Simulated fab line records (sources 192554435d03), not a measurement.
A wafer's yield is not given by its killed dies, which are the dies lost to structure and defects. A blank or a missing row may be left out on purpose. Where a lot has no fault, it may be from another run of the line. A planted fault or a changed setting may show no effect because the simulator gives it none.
8D (eight disciplines) problem report, filled in by code || flow n5Finfet || the parts of the form that need people (team, actions taken, sign-off) are left out

1. THE ISSUE
Wafers without a fault read 41, standard deviation 11; killedAtFrontEnd at N5_PASSIVATION_PROBE_49 reads a mean of 138 on 4 wafers belonging to 2 lots. Measured from the usual mean, that is +8.9 standard deviations.
The first sign was on wafer L798.1 at day 15 16:49, on prober-02. Wafers with a number at this step in the record: 27, from 9 lots. The rule behind "out" and "out of limits": a value lying over 4 standard deviations away from the usual mean. All remaining wafers that have a number are taken as sound.

2. WHAT IT IS AND WHAT IT IS NOT
{"question": "which readings at this step", "is": "killedAtFrontEnd, killedDies", "is not": "killed_at_M0_to_M3, killed_at_M4_up, killedAtOther, killedOpen"}
{"question": "which lots", "is": "L798, L800", "is not": "L788, L790, L791, L792, L793, L808, L809"}
{"question": "which wafers of those lots", "is": "L798.1, L798.6, L800.4, L800.5", "is not": "L798.4, L800.1"}
{"question": "read on which tools", "is": "prober-01, prober-02", "is not": "-"}
{"question": "when", "is": "from day 15 16:49", "is not": "up to then (15 sound wafers); but 8 sound wafers of L798, L800, L808, L809 came after"}

3. WHAT RULES OUT EACH SUSPECT
Counting: any tool at a process step up to the reading remains a suspect provided it ran every lot that is out. Sound lots after the first of them don't rule it out here, since some wafers of a struck lot are sound.
- rieMetal-02 at N5_GATE_CUT_CUT_ETCH_54 (etches TiN in Cl2/BCl3, target depth 96.7 nm): kept. Ran every lot that is out, first one L798 (day 7 09:04); last sound lot up to then L791 (day 5 19:32).
- pvdSputter-03 at N5_PASSIVATION_DEGAS_18 (time 60 s): kept. Ran every lot that is out, first one L798 (day 15 09:46); last sound lot up to then L790 (day 14 02:25).
- At N5_GATE_CUT_CUT_ETCH_54 on rieMetal-02, chamber 1 took the sound wafers of the same lots and chamber 0 took the wafers that are out.
Left after counting: rieMetal-02 at N5_GATE_CUT_CUT_ETCH_54, pvdSputter-03 at N5_PASSIVATION_DEGAS_18.

4. THE CAUSE (what the simulator had put in)
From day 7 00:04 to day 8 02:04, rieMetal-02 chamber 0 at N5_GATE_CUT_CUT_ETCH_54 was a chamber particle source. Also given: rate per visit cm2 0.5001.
Of the 2 suspects that counting leaves, this tool is one.

5. SEQUENCE OF EFFECTS, ordered by route
Each row: a reading whose mean over the struck wafers that have a number lies more than 3 standard deviations from the usual. Only readings for which the record gives a usual standard deviation are gone through. hours: the time from each lot's start at the first step in this table that gives one to its start at this step, as a median over the lots. sigmas: the change in usual standard deviations.
{"hours": 0, "step": "N5_PASSIVATION_PROBE_49", "reading": "killedAtFrontEnd", "usual": 41, "on struck wafers": 138, "change": "+98", "sigmas": "+8.9"}
{"hours": 0, "step": "N5_PASSIVATION_PROBE_49", "reading": "killedDies", "usual": 107, "on struck wafers": 197, "change": "+90", "sigmas": "+5.3"}
It contains these process steps:
- N5_PASSIVATION_PROBE_49

6. WHAT WOULD HAVE CAUGHT IT SOONER
209 hours passed between the start of the fault at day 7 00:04 and the first reading out of limits in this record, taken at day 15 16:49.
An alarm limit of 4 standard deviations would not have fired on the tool readings at N5_GATE_CUT_CUT_ETCH_54 for which the record gives a usual standard deviation, since none of them was out on any struck wafer.
By day 15 16:49 the whole set of lots that are out, 2 in number, had already begun N5_GATE_CUT_CUT_ETCH_54 on rieMetal-02. A hold on the tool at that time would have spared none of them.
